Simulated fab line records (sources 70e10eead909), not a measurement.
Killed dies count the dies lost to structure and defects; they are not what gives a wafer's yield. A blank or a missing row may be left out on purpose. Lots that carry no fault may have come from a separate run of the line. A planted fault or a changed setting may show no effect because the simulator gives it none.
Struck lot and sound lot, side by side -- flow nand harc -- 29 out of 1302 route steps
Sound: the wafers L526.2, L526.3, L526.5. Struck: wafer L531.6 (L531.1, L531.4, from the same lot, were not struck and are left out); the cause is given at the end.
Order at every step that has rows: each side's tool, ch and its chambers, its first start. Under that, the readings that differ: sound wafers -- struck wafers -- difference of the means -- sigmas: that difference in standard deviations of wafers without a fault.
alike: a reading whose means differ by less than 2 such deviations, as well as words and numbers matching on both sides. not compared: withheld readings; readings where some wafer has no value; bounds like >300 that might hide an equal value; numbers whose values overlap and for which the record gives no deviation.
Wherever a step has rows on one side only, a row that says differs or no value, or a row with sigmas, the two part there. When numbers do not overlap yet have no deviation, they are printed without sigmas and do not part them. Lack of a reading on every wafer of one side parts them only where that side has two or more wafers.

first, 7 steps without rows for these wafers: NHARC_A_ZERO_WELL_COAT_18 (time 65 s); NHARC_A_ZERO_WELL_COAT_04 (resist thk 600 nm); NHARC_A_ZERO_WELL_SOFTBAKE_05 (time 70 s); NHARC_A_ZERO_WELL_EBR_06; NHARC_A_ZERO_WELL_EXPOSE_07 (exposes mask A ZERO); NHARC_A_ZERO_WELL_PEB_08 (peb time 80 s); NHARC_A_ZERO_WELL_DEVELOP_09 (time 50 s).
NHARC_A_ZERO_WELL_CD_MEAS_10: the cd target is 2000 nm.
  sound on cd sem-03 ch 0, day 7 04:41; struck on cd sem-02 ch 0, day 9 16:48
  alike: cd nm
then, 1 step without rows for these wafers: NHARC_A_ZERO_WELL_HARDBAKE_11 (time 65 s).
NHARC_A_ZERO_WELL_DESCUM_12: chemistry O2, time 3 s.
  sound on rie diel-02 ch 0,3, day 7 04:50; struck on rie diel-02 ch 1, day 9 16:58
  alike: drypump motor current A, oes product au, rf vpp V, showerhead plenum p Torr, throttle valve pct
  not compared: rf hours counter h
NHARC_A_ZERO_WELL_ETCH_19: etches the open film in N2/H2, target depth 80 nm, overetch 24 nm, time 87.88 s.
  sound on rie diel-02 ch 2,3, day 7 04:56; struck on rie diel-02 ch 2, day 9 17:03
  alike: drypump motor current A, oes product au, rf vpp V, showerhead plenum p Torr, throttle valve pct
  not compared: rf hours counter h
NHARC_A_ZERO_WELL_ETCH_13: etches the open film in HBr/Cl2, target depth 120 nm, time 40.1 s.
  sound on rie si-01 ch 0,1,3, day 7 05:05; struck on rie si-01 ch 1, day 9 17:10
  alike: drypump motor current A, hbr flow sccm, mfc cl2 sccm, oes product au, throttle valve pct
  not compared: rf hours counter h
NHARC_A_ZERO_WELL_STRIP_14: strips in SPM, time 900 s.
  sound on wet bench-04 ch 3,4,5, day 7 05:13; struck on wet bench-03 ch 2,5,6, day 9 17:19
then, 3 steps without rows for these wafers: NHARC_A_ZERO_WELL_IMPLANT_15; NHARC_A_ZERO_WELL_PRECLEAN_22 (cleans in SC1, time 60 s); NHARC_A_ZERO_WELL_SRD_23.
NHARC_A_ZERO_WELL_RTA_16: time 10 s.
  sound on rtp anneal-01 ch 0, day 7 05:59; struck on rtp anneal-01 ch 0, day 9 18:04
  alike: lamp power pct, lamp_zone_2_pct, lamp_zone_7_pct, wafer_temp_C_max
NHARC_A_ZERO_WELL_INSPECT_17:
  sound on defect inspect-01, day 7 06:09; struck on defect inspect-01, day 9 18:16
reading,sound,struck,difference,sigmas
raw defect count,13 16 10,340,+327,+50
then, 3 steps without rows for these wafers: NHARC_A_SOURCE_PLATE_PRECLEAN_00 (cleans in HF-LAST, time 60 s); NHARC_A_SOURCE_PLATE_SRD_01; NHARC_A_SOURCE_PLATE_OXIDE_02 (material SiO2, target thk 10 nm, ox time 1362 s).
NHARC_A_SOURCE_PLATE_THK_MEAS_09: measures by ellipsometry.
  sound on film metro-02, day 7 13:24; struck on film metro-01, day 10 04:36
  alike: thk nm
then, 3 steps without rows for these wafers: NHARC_A_SOURCE_PLATE_PVD_04 (deposits WSi2, target thk 50 nm); NHARC_A_SOURCE_PLATE_CVD_03 (deposits poly-Si, target thk 200 nm, time 4000 s); NHARC_A_SOURCE_PLATE_ANNEAL_05 (time 1800 s).
NHARC_A_SOURCE_PLATE_THK_MEAS_06: measures by ellipsometry.
  sound on film metro-01, day 8 02:25; struck on film metro-01, day 10 20:13
  alike: thk nm
NHARC_A_SOURCE_PLATE_INSPECT_08:
  sound on defect inspect-01, day 8 02:31; struck on defect inspect-02, day 10 20:17
reading,sound,struck,difference,sigmas
raw defect count,74 64 71,377,+307,+12
following that, 1 step holds no rows for these wafers, namely NHARC_A_ONON_D1_DEP_00 (target thickness 1000 nm).
-- record jumps: 17 days between struck wafers' starts before vs after; left off in module A_ONON_D1, resumes in module END, first step shown is number 1302 of the route --
NHARC_END_SORT_01:
  at this point the record logs the struck wafers (prober-02 ch 0, day 28 02:16) and has no rows for the sound ones

== WHERE THEY PART ==
Earliest at NHARC_A_ZERO_WELL_INSPECT_17; latest, in this record, at NHARC_END_SORT_01.

WHY: what had been put in by the simulator
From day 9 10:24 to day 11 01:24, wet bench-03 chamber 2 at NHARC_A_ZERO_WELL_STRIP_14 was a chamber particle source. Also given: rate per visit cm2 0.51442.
